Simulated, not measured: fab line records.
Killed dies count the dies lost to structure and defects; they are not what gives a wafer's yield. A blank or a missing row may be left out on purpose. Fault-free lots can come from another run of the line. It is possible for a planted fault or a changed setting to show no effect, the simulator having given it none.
fab line records	flow nand_harc
record lots=13	wafers=39	last_day=25
route steps=1159 shown A_SLIT@780 A_WL_FILL@810 END@1159
lots with no fault: from the same line, run without faults
start_h: hours from the record's opening day to when the first of the lot's shown wafers began	wait_h: hours since the lot's step before	" same as the row above	L1.1+2: a single row standing in for several wafers	- no value, or no start was given	* or withheld: withheld	< > ~ a bound
route shown NAME@n: NAME is a module with steps in the file, n the number in the route of the first one	usual: mean and standard deviation over wafers with no fault	same: alike in all rows	chamber/n: place in a boat	sites: the reading at each site	_std_site: how widely they spread, as a standard deviation	_edge_site: outer sites' mean less inner sites'	radius_mm: how far each site lies from the wafer's centre	mask NAME#n: copy n	behind: tool/chamber where the wafer was last shaped	hold: the reason the lot was held/the length of the hold in hours/how it ended	device: transistor that didn't switch, given as n, p or np	end of line: tests run on the same wafers once the route is complete	for a step that has no rows: nothing shown but its recipe	killed: count of dies lost to structure and defects at first sort (not the wafer's yield)	map: per-die view of a wafer (x killed, . not killed, _ where there is no die)
set.NAME: the setting as run; set.NAME@STEP: as run at that earlier step	model.NAME: the simulator's own value behind a step, which no gauge read
route steps across a sampled set of lots; one table per step, one row per wafer
services: from which hour (start_h, from the record's first day; less than 0 if before it) a tool's chamber was out of use, for how many hours, and why
## steps
# step NHARC_A_SLIT_DEP_00
# recipe target_thk_a=32000	temp_c=400	material=aC
# usual throttle_valve_pct=35.001/0.0097
lot.wafer	tool	chamber	start_h	wait_h	throttle_valve_pct
L676.2	acl_dep-01	0	314.35	-	34.990
L676.4	"	0	"	"	34.994
L676.5	"	0	"	"	34.986
L680.1	acl_dep-03	0	341.76	-	35.002
L680.3	"	0	"	"	35.003
L680.5	"	0	"	"	34.983
L682.3	acl_dep-01	0	351.54	-	34.988
L682.4	"	0	"	"	34.985
L682.5	"	0	"	"	35.000
L681.4	acl_dep-01	0	353.84	-	35.013
L681.5	"	0	"	"	35.020
L681.6	"	0	"	"	35.000
L687.1	acl_dep-02	0	372.30	-	34.989
L687.2	"	0	"	"	35.013
L687.6	"	0	373.97	-	35.016
L690.1	acl_dep-01	0	391.76	-	35.021
L690.2	"	0	"	"	35.003
L690.4	"	0	"	"	35.018
L688.1	acl_dep-02	0	392.39	-	35.013
L688.3	"	0	"	"	35.000
L688.6	"	0	394.05	-	34.997
L692.2	acl_dep-01	0	404.48	-	35.009
L692.3	"	0	"	"	35.002
L692.4	"	0	"	"	35.001
L694.1	acl_dep-03	0	426.39	-	34.998
L694.3	"	0	"	"	35.005
L694.5	"	0	"	"	34.997
L698.1	acl_dep-03	0	451.87	-	35.015
L698.3	"	0	"	"	35.010
L698.4	"	0	"	"	35.015
L696.2	acl_dep-01	0	451.97	-	35.001
L696.3	"	0	"	"	35.002
L696.4	"	0	"	"	35.000
L697.2	acl_dep-02	0	452.53	0.8	34.993
L697.4	"	0	"	"	34.994
L697.5	"	0	"	"	35.004
L699.3	acl_dep-03	0	470.42	-	34.988
L699.4	"	0	"	"	34.994
L699.6	"	0	"	"	34.995
# step NHARC_A_WL_FILL_RTA_01
# recipe temp_c=1000	time_s=5
# usual anneal_temp_c_max=1006.0/1.6	lamp_power_pct=29.87/0.29	wafer_temp_C_max=1003.9/1
# same time_s=5
lot.wafer	tool	chamber	start_h	wait_h	anneal_temp_c_max	lamp_power_pct	wafer_temp_C_max
L676.2	rtp_anneal-02	0	333.13	-	1006.0	29.62	1003.1
L676.4	"	0	"	"	1005.6	29.64	1003.3
L676.5	"	0	"	"	1004.9	29.68	1003.5
L680.1	rtp_anneal-02	0	357.43	-	1004.8	29.63	1002.6
L680.3	"	0	"	"	1007.2	29.69	1003.3
L680.5	"	0	"	"	1005.8	29.65	1002.7
L682.3	rtp_anneal-01	0	365.16	-	1007.2	30.28	1004.8
L682.4	"	0	"	"	1007.3	30.28	1005.4
L682.5	"	0	"	"	1005.3	30.25	1004.1
L681.4	rtp_anneal-02	0	365.23	-	1003.4	29.64	1002.4
L681.5	"	0	"	"	1003.8	29.65	1002.8
L681.6	"	0	"	"	1006.5	29.60	1003.2
L687.1	rtp_anneal-01	0	386.80	0.3	1010.1	30.23	1005.1
L687.2	"	0	"	"	1006.5	30.22	1006.2
L687.6	"	0	"	"	1007.0	30.29	1005.8
L690.1	rtp_anneal-02	0	406.12	-	1006.1	29.67	1002.8
L690.2	"	0	"	"	1004.6	29.69	1002.5
L690.4	"	0	"	"	1007.3	29.63	1003.5
L688.1	rtp_anneal-01	0	408.87	-	1005.8	30.22	1003.7
L688.3	"	0	"	"	1005.5	30.26	1004.4
L688.6	"	0	"	"	1008.2	30.21	1004.0
L692.2	rtp_anneal-01	0	418.97	-	1006.4	30.29	1005.5
L692.3	"	0	"	"	1008.8	30.23	1005.1
L692.4	"	0	"	"	1006.6	30.28	1005.5
L694.1	rtp_anneal-01	0	440.70	-	1006.1	30.27	1005.5
L694.3	"	0	"	"	1008.6	30.29	1004.9
L694.5	"	0	"	"	1008.4	30.26	1005.9
L698.1	rtp_anneal-02	0	465.99	-	1004.3	29.65	1003.0
L698.3	"	0	"	"	1004.9	29.62	1003.9
L698.4	"	0	"	"	1005.5	29.63	1003.5
L696.2	rtp_anneal-02	0	466.19	-	1004.4	29.65	1003.4
L696.3	"	0	"	"	1004.6	29.70	1004.1
L696.4	"	0	"	"	1005.3	29.69	1002.8
L697.2	rtp_anneal-02	0	466.36	-	1006.2	29.66	1003.6
L697.4	"	0	"	"	1004.3	29.67	1004.5
L697.5	"	0	"	"	1005.9	29.64	1003.0
L699.3	rtp_anneal-02	0	484.16	-	1006.2	29.61	1004.6
L699.4	"	0	"	"	1005.7	29.63	1001.9
L699.6	"	0	"	"	1005.7	29.60	1003.1
# step NHARC_A_WL_FILL_ETCHBACK_05
# recipe target_depth_a=220	time_s=60	temp_c=40	chemistry=Cl2/BCl3
# usual drypump_motor_current_A=5.68/0.29	oes_product_au=0.999/0.014
# same time_s=60
lot.wafer	tool	chamber	start_h	wait_h	drypump_motor_current_A	oes_product_au	rf_hours_counter_h
L676.2	rie_metal-03	0	337.60	0.2	6.05	0.997	1.5
L676.4	"	1	"	"	5.38	1.017	-
L676.5	"	0	"	"	6.03	0.988	-
L680.1	rie_metal-03	0	362.09	0.2	6.05	0.989	2.3
L680.3	"	0	"	"	6.08	0.999	-
L680.5	"	0	"	"	6.03	0.990	-
L682.4	rie_metal-03	0	369.35	0.1	6.05	0.984	-
L682.3	"	1	"	"	5.38	1.014	-
L682.5	"	1	"	"	5.38	1.019	-
L681.4	rie_metal-01	0	369.40	0.1	5.40	1.008	-
L681.6	"	1	"	"	5.55	1.000	-
L681.5	"	0	"	"	5.43	1.005	-
L687.1	rie_metal-03	0	394.62	0.2	6.05	0.978	3.9
L687.2	"	1	"	"	5.37	1.009	3.9
L687.6	"	1	"	"	5.36	1.012	-
L690.1	rie_metal-01	0	412.97	0.2	5.43	1.003	1.5
L690.2	"	1	"	"	5.55	1.000	1.7
L690.4	"	0	"	"	5.43	0.997	-
L688.1	rie_metal-02	0	415.83	0.2	5.58	1.007	0.4
L688.3	"	1	"	"	6.09	0.972	-
L688.6	"	1	"	"	6.12	0.979	-
L692.2	rie_metal-03	1	424.78	0.2	5.36	1.000	4.8
L692.4	"	0	"	"	6.09	0.988	-
L692.3	"	1	"	"	5.40	1.008	-
L694.1	rie_metal-01	1	448.47	0.2	5.56	0.989	2.5
L694.3	"	0	"	"	5.41	1.014	-
L694.5	"	0	"	"	5.40	1.017	-
L698.1	rie_metal-02	1	472.38	0.2	6.10	0.972	2.3
L698.3	"	0	"	"	5.59	1.001	-
L698.4	"	1	"	"	6.10	0.980	-
L696.2	rie_metal-01	1	473.56	0.2	5.57	0.995	3.2
L696.3	"	0	"	"	5.45	1.018	-
L696.4	"	1	"	"	5.57	1.000	-
L697.2	rie_metal-02	0	475.15	0.2	5.58	1.019	2.6
L697.4	"	0	"	"	5.59	1.022	-
L697.5	"	0	"	"	5.58	1.019	-
L699.3	rie_metal-01	0	491.02	0.1	5.44	1.024	-
L699.4	"	1	"	"	5.57	1.004	-
L699.6	"	1	"	"	5.58	1.004	-
# step NHARC_A_WL_FILL_ETCHBACK_16
# recipe target_depth_a=880	time_s=17.6	c4f8_flow_sccm=withheld	o2_flow_sccm=8	ar_flow_sccm=withheld	rf_w=600	bias_w=800	chemistry=C4F8/O2/Ar
# usual oes_product_au=0.983/0.03	rf_vpp_V=723/4
# same time_s=17.6
lot.wafer	tool	chamber	start_h	wait_h	oes_product_au	rf_hours_counter_h	rf_vpp_V
L676.4	rie_diel-04	1	347.26	-	0.954	4.0	718
L676.2	"	3	"	"	0.930	3.9	719
L676.5	"	2	"	"	0.913	-	726
L680.1	rie_diel-04	1	372.61	-	0.943	5.6	719
L680.3	"	2	"	"	0.908	5.4	726
L680.5	"	0	"	"	0.911	-	727
L682.3	rie_diel-06	3	379.57	-	0.972	4.5	718
L682.4	"	0	"	"	0.953	4.6	718
L682.5	"	0	"	"	0.956	-	720
L681.4	rie_diel-04	2	379.58	-	0.985	5.7	728
L681.5	"	1	"	"	1.012	-	720
L681.6	"	2	"	"	0.990	-	727
L687.1	rie_diel-06	0	404.21	-	0.995	5.8	718
L687.2	"	1	"	"	0.983	6.0	724
L687.6	"	0	"	"	0.981	-	718
L690.2	rie_diel-04	0	421.83	-	0.906	9.3	725
L690.1	"	2	"	"	0.914	8.5	728
L690.4	"	2	"	"	0.923	-	728
L692.4	rie_diel-07	0	432.04	-	0.979	0.4	722
L692.3	"	1	"	"	1.016	0.5	722
L692.2	"	2	"	"	1.012	0.4	723
L688.1	rie_diel-06	0	432.06	-	0.999	0.3	718
L688.3	"	1	"	"	0.998	0.3	726
L688.6	"	0	"	"	0.995	-	720
L694.3	rie_diel-07	1	459.19	-	1.000	1.0	720
L694.1	"	3	"	"	1.001	0.9	726
L694.5	"	1	"	"	0.994	-	723
L698.1	rie_diel-07	3	482.77	-	0.996	1.2	729
L698.3	"	0	"	"	0.983	1.4	722
L698.4	"	1	"	"	1.004	1.4	724
L697.2	rie_diel-06	1	483.87	-	0.996	2.5	725
L697.4	"	2	"	"	0.989	2.6	730
L697.5	"	0	"	"	0.974	-	719
L696.4	rie_diel-04	0	484.21	-	0.999	0.2	726
L696.3	"	1	"	"	1.023	0.2	718
L696.2	"	3	"	"	1.011	0.2	719
L699.4	rie_diel-06	0	498.59	-	0.988	3.0	719
L699.3	"	2	"	"	1.013	3.2	731
L699.6	"	1	"	"	0.995	-	727
# step NHARC_END_SORT_01
# recipe temp_c=25
# usual killed_at_array=27/10	killed_at_other=0.6/0.83	killed_at_periphery=2.4/1.8	killed_dies=30/10	killed_open=3.3/1.7	killed_short=1.8/1.4
# same gross_dies=677
lot.wafer	tool	chamber	start_h	wait_h	killed_at_array	killed_at_other	killed_at_periphery	killed_dies	killed_open	killed_short
L687.1	prober-01	0	510.89	2.5	95	0	1	96	2	0
L687.2	prober-01	0	511.70	2.8	104	1	3	108	3	2
L687.6	prober-01	0	514.91	4.0	94	0	4	98	5	2
L688.1	prober-01	0	538.78	2.5	122	1	3	126	2	3
L688.3	prober-01	0	540.36	3.1	117	1	1	119	3	2
L688.6	prober-01	0	542.73	3.9	114	0	5	119	2	1
# killed by level:class
L687.1 A_WL_FILL:unspecified=75 A_SLIT:chamber_film_flake=12 A_CHANNEL_HOLE_D1:chamber_film_flake=6 P_M0:geometric_particle:open=1 A_SOURCE_PLATE:geometric_particle:open=1 A_STAIRCASE:chamber_film_flake=1
L687.2 A_WL_FILL:unspecified=70 A_SLIT:chamber_film_flake=20 A_STAIRCASE:chamber_film_flake=5 P_ZERO_WELL:chamber_film_flake=3 A_CHANNEL_HOLE_D1:chamber_film_flake=3 A_CONTACT:chamber_film_flake=2 A_ONON_D1:geometric_particle:short=1 A_BLC:geometric_particle:open=1
L687.6 A_WL_FILL:unspecified=75 A_SLIT:chamber_film_flake=11 A_CONTACT:geometric_particle:open=2 A_STAIRCASE:chamber_film_flake=2 P_CONTACT:geometric_particle:open=1 P_M1:geometric_particle:open=1 A_CHANNEL_FILL_D1:geometric_particle:short=1 A_WL_FILL:geometric_particle:short=1
L688.1 A_WL_FILL:unspecified=79 A_CHANNEL_HOLE_D1:chamber_film_flake=19 A_SLIT:chamber_film_flake=13 A_STAIRCASE:chamber_film_flake=5 P_GATE:chamber_film_flake=2 P_M1:geometric_particle:short=1 A_BLC:geometric_particle:open=1 A_BLC:geometric_particle:short=1
L688.3 A_WL_FILL:unspecified=73 A_CHANNEL_HOLE_D1:chamber_film_flake=21 A_SLIT:chamber_film_flake=13 A_CONTACT:chamber_film_flake=3 P_CONTACT:geometric_particle:open=1 A_SOURCE_PLATE:geometric_particle:open=1 A_ONON_D1:geometric_particle:short=1 A_WL_FILL:geometric_particle:short=1
L688.6 A_WL_FILL:unspecified=74 A_CHANNEL_HOLE_D1:chamber_film_flake=17 A_SLIT:chamber_film_flake=15 A_CONTACT:chamber_film_flake=4 A_STAIRCASE:chamber_film_flake=2 P_STI:geometric_particle:short=1 P_CONTACT:geometric_particle:open=1 A_CONTACT:geometric_particle:open=1
## services
tool	chamber	start_h	hours	kind
acl_dep-01	-	293.16	13.0	pm
rie_diel-04	0	298.21	-	clean
rie_diel-04	1	298.21	-	clean
rie_diel-04	2	298.21	-	clean
rtp_anneal-02	-	300.00	12.0	pm
rie_metal-03	0	327.69	3.8	repair
rie_metal-01	-	332.00	9.0	pm
rie_diel-06	0	335.51	3.5	repair
rie_diel-07	0	337.43	3.2	repair
rie_diel-06	1	339.23	1.5	repair
acl_dep-02	-	350.13	13.0	pm
rie_metal-01	-	386.42	15.5	repair
rie_metal-02	-	388.00	9.0	pm
rie_diel-07	1	398.75	5.6	repair
rie_diel-07	-	405.20	9.0	pm
acl_dep-03	-	406.43	13.0	pm
rie_diel-04	1	411.87	9.4	repair
rie_diel-04	3	414.71	23.2	repair
rie_diel-06	-	418.22	9.0	pm
rie_metal-03	-	453.08	9.0	pm
rie_diel-04	-	466.21	9.0	pm
acl_dep-02	-	470.06	3.4	repair
acl_dep-01	-	474.92	13.0	pm
rie_diel-07	0	495.00	1.4	repair
## key
first_sign step=NHARC_END_SORT_01	reading=killed_dies	direction=up	sigmas=7.9	usual=30	struck=111
effect step=NHARC_END_SORT_01	reading=killed_at_array	direction=up	sigmas=7.9	usual=27	struck=108
more_kills_born_at NHARC_A_WL_FILL_ETCHBACK_16@rie_diel-06=444
met_at NHARC_A_WL_FILL_ETCHBACK_16
struck_lots L687,L688
tester_left_out L687,L688
not_acting_at NHARC_A_SLIT_DEP_00,NHARC_A_WL_FILL_RTA_01,NHARC_A_WL_FILL_ETCHBACK_05
onset_between 379.57 404.21
fault kind=chamber_particle_source	tool=rie_diel-06	chamber=-	onset_h=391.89	steps=NHARC_A_WL_FILL_ETCHBACK_16	rate_per_visit_cm2=0.75996	end_h=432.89
# tester_left_out: of these lots the tester's yield and bins aren't shown, on N5 and GAA mostly nor the transistor test; their killed dies are dies lost to structure and defects alone, not to doping, threshold or leakage, so they don't give the yield
